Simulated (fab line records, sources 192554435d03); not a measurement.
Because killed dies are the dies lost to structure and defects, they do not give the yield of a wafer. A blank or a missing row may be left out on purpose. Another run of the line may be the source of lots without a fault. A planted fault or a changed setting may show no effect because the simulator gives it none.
Which tool was responsible? :: flow n5 finfet :: 24 lots with 72 wafers sampled at 6 steps, on a route of 1938 steps

== WHAT EACH GAUGE READ, for each wafer ==
N5_BEOL_M8_OVL_MEAS_29.
lot: L075
measured: day 9 09:02
on: overlay-02
V7_OVL (nm): 0.0 1.5 0.3

lot: L074
measured: day 9 11:21
on: overlay-01
V7_OVL (nm): 0.3 0.4 -0.1

lot: L076
measured: day 9 18:50
on: overlay-02
V7_OVL (nm): -0.1 0.7 -0.6

lot: L077
measured: day 10 02:19
on: overlay-01
V7_OVL (nm): 1.0 0.9 1.5

lot: L078
measured: day 10 06:08
on: overlay-02
V7_OVL (nm): 0.4 0.6 0.8

lot: L079
measured: day 10 16:47
on: overlay-02
V7_OVL (nm): 0.4 0.9 0.7

lot: L080
measured: day 11 02:33
on: overlay-02
V7_OVL (nm): 0.3 -0.7 0.1

lot: L082
measured: day 11 08:43
on: overlay-02
V7_OVL (nm): 0.2 0.5 0.0

lot: L081
measured: day 11 08:49
on: overlay-02
V7_OVL (nm): 0.1 1.1 0.6

lot: L084
measured: day 11 20:20
on: overlay-01
V7_OVL (nm): -0.1 0.3 1.5

lot: L083
measured: day 11 20:34
on: overlay-02
V7_OVL (nm): -1.2 -0.9 0.0

lot: L085
measured: day 11 21:14
on: overlay-02
V7_OVL (nm): 0.4 -0.4 0.3

lot: L087
measured: day 12 17:01
on: overlay-02
V7_OVL (nm): 0.2 0.3 -0.1

lot: L086
measured: day 13 08:20
on: overlay-01
V7_OVL (nm): 2.2 0.3 0.6

lot: L088
measured: day 13 08:25
on: overlay-01
V7_OVL (nm): 0.5 1.3 0.1

lot: L089
measured: day 13 20:19
on: overlay-01
V7_OVL (nm): -0.3 0.6 0.4

lot: L090
measured: day 14 00:30
on: overlay-01
V7_OVL (nm): 0.7 1.0 1.8

lot: L093
measured: day 14 00:33
on: overlay-02
V7_OVL (nm): 0.0 -1.2 -0.2

lot: L091
measured: day 14 03:19
on: overlay-02
V7_OVL (nm): 0.1 0.3 0.0

lot: L092
measured: day 14 11:24
on: overlay-02
V7_OVL (nm): 0.0 0.3 1.0

lot: L095
measured: day 14 23:34
on: overlay-01
V7_OVL (nm): 0.3 -0.6 -0.9

lot: L094
measured: day 15 09:26
on: overlay-02
V7_OVL (nm): 0.3 0.3 -0.2

lot: L097
measured: day 15 15:26
on: overlay-01
V7_OVL (nm): 1.0 0.6 1.2

lot: L096
measured: day 16 01:21
on: overlay-02
V7_OVL (nm): -0.5 -0.4 0.8

N5_BEOL_M9_THK_MEAS_01.
lot: L075
measured: day 9 14:23
on: film metro-02
M9_ILD_THK (nm): 266 263 270

lot: L074
measured: day 9 14:52
on: film metro-02
M9_ILD_THK (nm): 267 270 273

lot: L076
measured: day 9 22:31
on: film metro-01
M9_ILD_THK (nm): 268 271 272

lot: L077
measured: day 10 08:19
on: film metro-02
M9_ILD_THK (nm): 266 264 273

lot: L078
measured: day 10 10:46
on: film metro-02
M9_ILD_THK (nm): 262 264 269

lot: L079
measured: day 10 20:20
on: film metro-01
M9_ILD_THK (nm): 268 262 268

lot: L080
measured: day 11 06:26
on: film metro-02
M9_ILD_THK (nm): 268 267 269

lot: L082
measured: day 11 13:47
on: film metro-01
M9_ILD_THK (nm): 267 265 267

lot: L081
measured: day 11 14:04
on: film metro-01
M9_ILD_THK (nm): 271 274 277

lot: L084
measured: day 12 02:15
on: film metro-02
M9_ILD_THK (nm): 270 271 268

lot: L083
measured: day 12 01:34
on: film metro-02
M9_ILD_THK (nm): 268 265 270

lot: L085
measured: day 12 02:32
on: film metro-02
M9_ILD_THK (nm): 268 272 267

lot: L087
measured: day 13 05:07
on: film metro-02
M9_ILD_THK (nm): 269 269 269

lot: L086
measured: day 13 12:10
on: film metro-01
M9_ILD_THK (nm): 262 271 272

lot: L088
measured: day 13 13:16
on: film metro-02
M9_ILD_THK (nm): 269 266 274

lot: L089
measured: day 14 01:55
on: film metro-02
M9_ILD_THK (nm): 266 267 272

lot: L090
measured: day 14 06:37
on: film metro-01
M9_ILD_THK (nm): 274 269 276

lot: L093
measured: day 14 06:16
on: film metro-02
M9_ILD_THK (nm): 264 267 275

lot: L091
measured: day 14 07:07
on: film metro-02
M9_ILD_THK (nm): 267 265 269

lot: L092
measured: day 14 15:46
on: film metro-01
M9_ILD_THK (nm): 267 267 263

lot: L095
measured: day 15 05:19
on: film metro-02
M9_ILD_THK (nm): 264 273 278

lot: L094
measured: day 15 14:08
on: film metro-01
M9_ILD_THK (nm): 264 269 271

lot: L097
measured: day 15 18:50
on: film metro-01
M9_ILD_THK (nm): 264 263 269

lot: L096
measured: day 16 05:11
on: film metro-01
M9_ILD_THK (nm): 264 272 270

N5_BEOL_M9_INSPECT_13: inspects for defects (brightfield).
lot: L075
measured: day 9 16:05
on: defect inspect-01
raw defect count: 466 422 413

lot: L074
measured: day 9 16:49
on: defect inspect-01
raw defect count: 429 329 371

lot: L076
measured: day 10 01:01
on: defect inspect-02
raw defect count: 294 377 437

lot: L077
measured: day 10 08:50
on: defect inspect-02
raw defect count: 434 370 362

lot: L078
measured: day 10 11:25
on: defect inspect-01
raw defect count: 345 273 287

lot: L079
measured: day 10 21:40
on: defect inspect-02
raw defect count: 370 504 516

lot: L080
measured: day 11 07:06
on: defect inspect-01
raw defect count: 468 457 397

lot: L082
measured: day 11 14:53
on: defect inspect-02
raw defect count: 399 239 296

lot: L081
measured: day 11 15:03
on: defect inspect-02
raw defect count: 426 556 530

lot: L084
measured: day 12 04:00
on: defect inspect-01
raw defect count: 500 554 581

lot: L083
measured: day 12 03:58
on: defect inspect-01
raw defect count: 467 594 631

lot: L085
measured: day 12 04:14
on: defect inspect-01
raw defect count: 542 522 463

lot: L087
measured: day 13 07:37
on: defect inspect-01
raw defect count: 507 466 632

lot: L086
measured: day 13 13:28
on: defect inspect-02
raw defect count: 371 318 261

lot: L088
measured: day 13 14:31
on: defect inspect-02
raw defect count: 351 436 352

lot: L089
measured: day 14 02:51
on: defect inspect-01
raw defect count: 338 422 378

lot: L090
measured: day 14 08:39
on: defect inspect-01
raw defect count: 391 434 412

lot: L093
measured: day 14 08:29
on: defect inspect-01
raw defect count: 408 542 470

lot: L091
measured: day 14 08:49
on: defect inspect-01
raw defect count: 351 332 335

lot: L092
measured: day 14 17:04
on: defect inspect-01
raw defect count: 407 371 507

lot: L095
measured: day 15 06:10
on: defect inspect-01
raw defect count: 397 554 487

lot: L094
measured: day 15 16:57
on: defect inspect-01
raw defect count: 396 417 468

lot: L097
measured: day 15 20:41
on: defect inspect-01
raw defect count: 415 346 578

lot: L096
measured: day 16 06:11
on: defect inspect-01
raw defect count: 480 494 370

== EACH LOT AND THE TOOL THAT RAN IT (in order: tool; ch and the chambers of the sampled wafers; start) ==
lot: L075
N5_BEOL_M8_CURE_75: uv cure-01 ch 2, day 9 10:25
N5_BEOL_M8_DEGAS_44: pvd sputter-03, day 9 12:08
N5_BEOL_M9_HM_DEP_02: pvd sputter-01, day 9 15:38

lot: L074
N5_BEOL_M8_CURE_75: uv cure-01 ch 2, day 9 12:07
N5_BEOL_M8_DEGAS_44: pvd sputter-01, day 9 12:23
N5_BEOL_M9_HM_DEP_02: pvd sputter-03, day 9 16:16

lot: L076
N5_BEOL_M8_CURE_75: uv cure-03 ch 2, day 9 19:36
N5_BEOL_M8_DEGAS_44: pvd sputter-02, day 9 20:02
N5_BEOL_M9_HM_DEP_02: pvd sputter-03, day 10 00:35

lot: L077
N5_BEOL_M8_CURE_75: uv cure-03 ch 2, day 10 03:18
N5_BEOL_M8_DEGAS_44: pvd sputter-03, day 10 04:15
N5_BEOL_M9_HM_DEP_02: pvd sputter-01, day 10 08:25

lot: L078
N5_BEOL_M8_CURE_75: uv cure-01 ch 1, day 10 06:56
N5_BEOL_M8_DEGAS_44: pvd sputter-02, day 10 07:31
N5_BEOL_M9_HM_DEP_02: pvd sputter-01, day 10 10:52

lot: L079
N5_BEOL_M8_CURE_75: uv cure-01 ch 1, day 10 17:30
N5_BEOL_M8_DEGAS_44: pvd sputter-03, day 10 17:53
N5_BEOL_M9_HM_DEP_02: pvd sputter-01, day 10 21:07

lot: L080
N5_BEOL_M8_CURE_75: uv cure-02 ch 1, day 11 03:31
N5_BEOL_M8_DEGAS_44: pvd sputter-02, day 11 03:59
N5_BEOL_M9_HM_DEP_02: pvd sputter-01, day 11 06:32

lot: L082
N5_BEOL_M8_CURE_75: uv cure-02 ch 1, day 11 09:28
N5_BEOL_M8_DEGAS_44: pvd sputter-01, day 11 10:12
N5_BEOL_M9_HM_DEP_02: pvd sputter-01, day 11 14:19

lot: L081
N5_BEOL_M8_CURE_75: uv cure-03 ch 0, day 11 09:44
N5_BEOL_M8_DEGAS_44: pvd sputter-01, day 11 10:17
N5_BEOL_M9_HM_DEP_02: pvd sputter-02, day 11 14:28

lot: L084
N5_BEOL_M8_CURE_75: uv cure-01 ch 0, day 11 21:08
N5_BEOL_M8_DEGAS_44: pvd sputter-01, day 11 21:50
N5_BEOL_M9_HM_DEP_02: pvd sputter-01, day 12 03:33

lot: L083
N5_BEOL_M8_CURE_75: uv cure-03 ch 1, day 11 21:33
N5_BEOL_M8_DEGAS_44: pvd sputter-01, day 11 22:01
N5_BEOL_M9_HM_DEP_02: pvd sputter-02, day 12 03:32

lot: L085
N5_BEOL_M8_CURE_75: uv cure-02 ch 1, day 11 22:02
N5_BEOL_M8_DEGAS_44: pvd sputter-01, day 11 22:19
N5_BEOL_M9_HM_DEP_02: pvd sputter-01, day 12 03:40

lot: L087
N5_BEOL_M8_CURE_75: uv cure-03 ch 1, day 12 18:04
N5_BEOL_M8_DEGAS_44: pvd sputter-02, day 12 18:20
N5_BEOL_M9_HM_DEP_02: pvd sputter-03, day 13 07:04

lot: L086
N5_BEOL_M8_CURE_75: uv cure-01 ch 1, day 13 09:03
N5_BEOL_M8_DEGAS_44: pvd sputter-01, day 13 09:23
N5_BEOL_M9_HM_DEP_02: pvd sputter-01, day 13 12:55

lot: L088
N5_BEOL_M8_CURE_75: uv cure-01 ch 1, day 13 09:23
N5_BEOL_M8_DEGAS_44: pvd sputter-01, day 13 09:50
N5_BEOL_M9_HM_DEP_02: pvd sputter-01, day 13 14:06

lot: L089
N5_BEOL_M8_CURE_75: uv cure-02 ch 0, day 13 21:07
N5_BEOL_M8_DEGAS_44: pvd sputter-01, day 13 21:43
N5_BEOL_M9_HM_DEP_02: pvd sputter-02, day 14 02:18

lot: L090
N5_BEOL_M8_CURE_75: uv cure-02 ch 1, day 14 02:19
N5_BEOL_M8_DEGAS_44: pvd sputter-03, day 14 03:02
N5_BEOL_M9_HM_DEP_02: pvd sputter-03, day 14 08:02

lot: L093
N5_BEOL_M8_CURE_75: uv cure-03 ch 2, day 14 02:28
N5_BEOL_M8_DEGAS_44: pvd sputter-03, day 14 03:07
N5_BEOL_M9_HM_DEP_02: pvd sputter-03, day 14 07:56

lot: L091
N5_BEOL_M8_CURE_75: uv cure-01 ch 2, day 14 04:07
N5_BEOL_M8_DEGAS_44: pvd sputter-02, day 14 04:35
N5_BEOL_M9_HM_DEP_02: pvd sputter-02, day 14 08:09

lot: L092
N5_BEOL_M8_CURE_75: uv cure-01 ch 1, day 14 12:09
N5_BEOL_M8_DEGAS_44: pvd sputter-03, day 14 12:50
N5_BEOL_M9_HM_DEP_02: pvd sputter-02, day 14 16:38

lot: L095
N5_BEOL_M8_CURE_75: uv cure-03 ch 2, day 15 00:22
N5_BEOL_M8_DEGAS_44: pvd sputter-02, day 15 01:15
N5_BEOL_M9_HM_DEP_02: pvd sputter-03, day 15 05:37

lot: L094
N5_BEOL_M8_CURE_75: uv cure-03 ch 1, day 15 10:14
N5_BEOL_M8_DEGAS_44: pvd sputter-02, day 15 10:32
N5_BEOL_M9_HM_DEP_02: pvd sputter-02, day 15 16:24

lot: L097
N5_BEOL_M8_CURE_75: uv cure-02 ch 0, day 15 16:11
N5_BEOL_M8_DEGAS_44: pvd sputter-03, day 15 16:32
N5_BEOL_M9_HM_DEP_02: pvd sputter-02, day 15 20:07

lot: L096
N5_BEOL_M8_CURE_75: uv cure-01 ch 1, day 16 02:11
N5_BEOL_M8_DEGAS_44: pvd sputter-02, day 16 02:41
N5_BEOL_M9_HM_DEP_02: pvd sputter-02, day 16 05:46
- N5_BEOL_M8_CURE_75: cures SiCOH lowk, time 120 s.
- N5_BEOL_M8_DEGAS_44: time 60 s.
- N5_BEOL_M9_HM_DEP_02: deposits TiN, target thk 20 nm.

== WHAT THE TOOLS THEMSELVES READ (means of the sampled wafers that have a number; where no wafer has one, the mark that the record gives instead) ==
N5_BEOL_M8_CURE_75.
lot: L075
tool: uv cure-01
lamp power pct (%): 52.30
wafer_temp_C_max: 371.3

lot: L074
tool: uv cure-01
lamp power pct (%): 52.24
wafer_temp_C_max: 371.4

lot: L076
tool: uv cure-03
lamp power pct (%): 52.27
wafer_temp_C_max: 372.7

lot: L077
tool: uv cure-03
lamp power pct (%): 52.34
wafer_temp_C_max: 372.7

lot: L078
tool: uv cure-01
lamp power pct (%): 52.25
wafer_temp_C_max: 372.8

lot: L079
tool: uv cure-01
lamp power pct (%): 52.30
wafer_temp_C_max: 372.5

lot: L080
tool: uv cure-02
lamp power pct (%): 52.28
wafer_temp_C_max: 371.6

lot: L082
tool: uv cure-02
lamp power pct (%): 52.35
wafer_temp_C_max: 371.4

lot: L081
tool: uv cure-03
lamp power pct (%): 52.28
wafer_temp_C_max: 371.1

lot: L084
tool: uv cure-01
lamp power pct (%): 52.38
wafer_temp_C_max: 371.8

lot: L083
tool: uv cure-03
lamp power pct (%): 52.34
wafer_temp_C_max: 371.1

lot: L085
tool: uv cure-02
lamp power pct (%): 52.35
wafer_temp_C_max: 371.6

lot: L087
tool: uv cure-03
lamp power pct (%): 52.34
wafer_temp_C_max: 370.9

lot: L086
tool: uv cure-01
lamp power pct (%): 52.30
wafer_temp_C_max: 372.9

lot: L088
tool: uv cure-01
lamp power pct (%): 52.27
wafer_temp_C_max: 372.5

lot: L089
tool: uv cure-02
lamp power pct (%): 52.34
wafer_temp_C_max: 371.1

lot: L090
tool: uv cure-02
lamp power pct (%): 52.30
wafer_temp_C_max: 371.4

lot: L093
tool: uv cure-03
lamp power pct (%): 52.27
wafer_temp_C_max: 372.6

lot: L091
tool: uv cure-01
lamp power pct (%): 52.29
wafer_temp_C_max: 371.6

lot: L092
tool: uv cure-01
lamp power pct (%): 52.31
wafer_temp_C_max: 372.2

lot: L095
tool: uv cure-03
lamp power pct (%): 52.29
wafer_temp_C_max: 372.4

lot: L094
tool: uv cure-03
lamp power pct (%): 52.29
wafer_temp_C_max: 371.1

lot: L097
tool: uv cure-02
lamp power pct (%): 52.27
wafer_temp_C_max: 370.9

lot: L096
tool: uv cure-01
lamp power pct (%): 52.26
wafer_temp_C_max: 372.7

N5_BEOL_M8_DEGAS_44.
lot: L075
tool: pvd sputter-03
heater power w (W): 332

lot: L074
tool: pvd sputter-01
heater power w (W): 306

lot: L076
tool: pvd sputter-02
heater power w (W): 365

lot: L077
tool: pvd sputter-03
heater power w (W): 320

lot: L078
tool: pvd sputter-02
heater power w (W): 347

lot: L079
tool: pvd sputter-03
heater power w (W): 342

lot: L080
tool: pvd sputter-02
heater power w (W): 373

lot: L082
tool: pvd sputter-01
heater power w (W): 327

lot: L081
tool: pvd sputter-01
heater power w (W): 349

lot: L084
tool: pvd sputter-01
heater power w (W): 319

lot: L083
tool: pvd sputter-01
heater power w (W): 352

lot: L085
tool: pvd sputter-01
heater power w (W): 305

lot: L087
tool: pvd sputter-02
heater power w (W): 346

lot: L086
tool: pvd sputter-01
heater power w (W): 325

lot: L088
tool: pvd sputter-01
heater power w (W): 322

lot: L089
tool: pvd sputter-01
heater power w (W): 274

lot: L090
tool: pvd sputter-03
heater power w (W): 350

lot: L093
tool: pvd sputter-03
heater power w (W): 319

lot: L091
tool: pvd sputter-02
heater power w (W): 347

lot: L092
tool: pvd sputter-03
heater power w (W): 341

lot: L095
tool: pvd sputter-02
heater power w (W): 371

lot: L094
tool: pvd sputter-02
heater power w (W): 345

lot: L097
tool: pvd sputter-03
heater power w (W): 338

lot: L096
tool: pvd sputter-02
heater power w (W): 345

N5_BEOL_M9_HM_DEP_02.
lot: L075
tool: pvd sputter-01
substrate temp c (C): 25.09
throttle valve pct (%): 30.4

lot: L074
tool: pvd sputter-03
substrate temp c (C): 24.77
throttle valve pct (%): 29.2

lot: L076
tool: pvd sputter-03
substrate temp c (C): 25.10
throttle valve pct (%): 29.8

lot: L077
tool: pvd sputter-01
substrate temp c (C): 25.07
throttle valve pct (%): 30.9

lot: L078
tool: pvd sputter-01
substrate temp c (C): 24.92
throttle valve pct (%): 30.3

lot: L079
tool: pvd sputter-01
substrate temp c (C): 24.83
throttle valve pct (%): 29.7

lot: L080
tool: pvd sputter-01
substrate temp c (C): 25.00
throttle valve pct (%): 31.0

lot: L082
tool: pvd sputter-01
substrate temp c (C): 24.98
throttle valve pct (%): 30.5

lot: L081
tool: pvd sputter-02
substrate temp c (C): 24.94
throttle valve pct (%): 30.7

lot: L084
tool: pvd sputter-01
substrate temp c (C): 25.03
throttle valve pct (%): 30.4

lot: L083
tool: pvd sputter-02
substrate temp c (C): 24.99
throttle valve pct (%): 30.4

lot: L085
tool: pvd sputter-01
substrate temp c (C): 25.07
throttle valve pct (%): 29.9

lot: L087
tool: pvd sputter-03
substrate temp c (C): 24.95
throttle valve pct (%): 29.8

lot: L086
tool: pvd sputter-01
substrate temp c (C): 24.95
throttle valve pct (%): 30.3

lot: L088
tool: pvd sputter-01
substrate temp c (C): 24.99
throttle valve pct (%): 30.7

lot: L089
tool: pvd sputter-02
substrate temp c (C): 24.91
throttle valve pct (%): 30.4

lot: L090
tool: pvd sputter-03
substrate temp c (C): 25.01
throttle valve pct (%): 29.4

lot: L093
tool: pvd sputter-03
substrate temp c (C): 25.03
throttle valve pct (%): 30.0

lot: L091
tool: pvd sputter-02
substrate temp c (C): 24.99
throttle valve pct (%): 30.0

lot: L092
tool: pvd sputter-02
substrate temp c (C): 24.97
throttle valve pct (%): 30.1

lot: L095
tool: pvd sputter-03
substrate temp c (C): 25.07
throttle valve pct (%): 30.0

lot: L094
tool: pvd sputter-02
substrate temp c (C): 25.00
throttle valve pct (%): 30.0

lot: L097
tool: pvd sputter-02
substrate temp c (C): 25.04
throttle valve pct (%): 30.5

lot: L096
tool: pvd sputter-02
substrate temp c (C): 25.11
throttle valve pct (%): 30.0

== THE ANSWER, worked out from the rows above alone ==
Rule: the usual values come from the lots themselves. Put in order of their means at a reading, lots are off if they are a third of the lots or fewer, leave a main group of 4 or more, and stand apart from it by a gap of 3 or more times the standard deviation of the main group's means; of several such gaps the widest counts. A main group is skipped when, at the precision printed for the reading in the tables above, its means are all equal. Also off: a lot with no number at a reading for which 4 or more lots have one. Any other lot the step has rows for is counted as sound. First the gauges in route order, then the tools' own readings, where a lot's mean is used as printed above. At the first step where some lot is off, the reading lying furthest off is the one used; lots without a number count as furthest.
Nothing can be told from this: no lot is off at any reading shown.

== WHAT THE SIMULATOR HAD INSERTED ==
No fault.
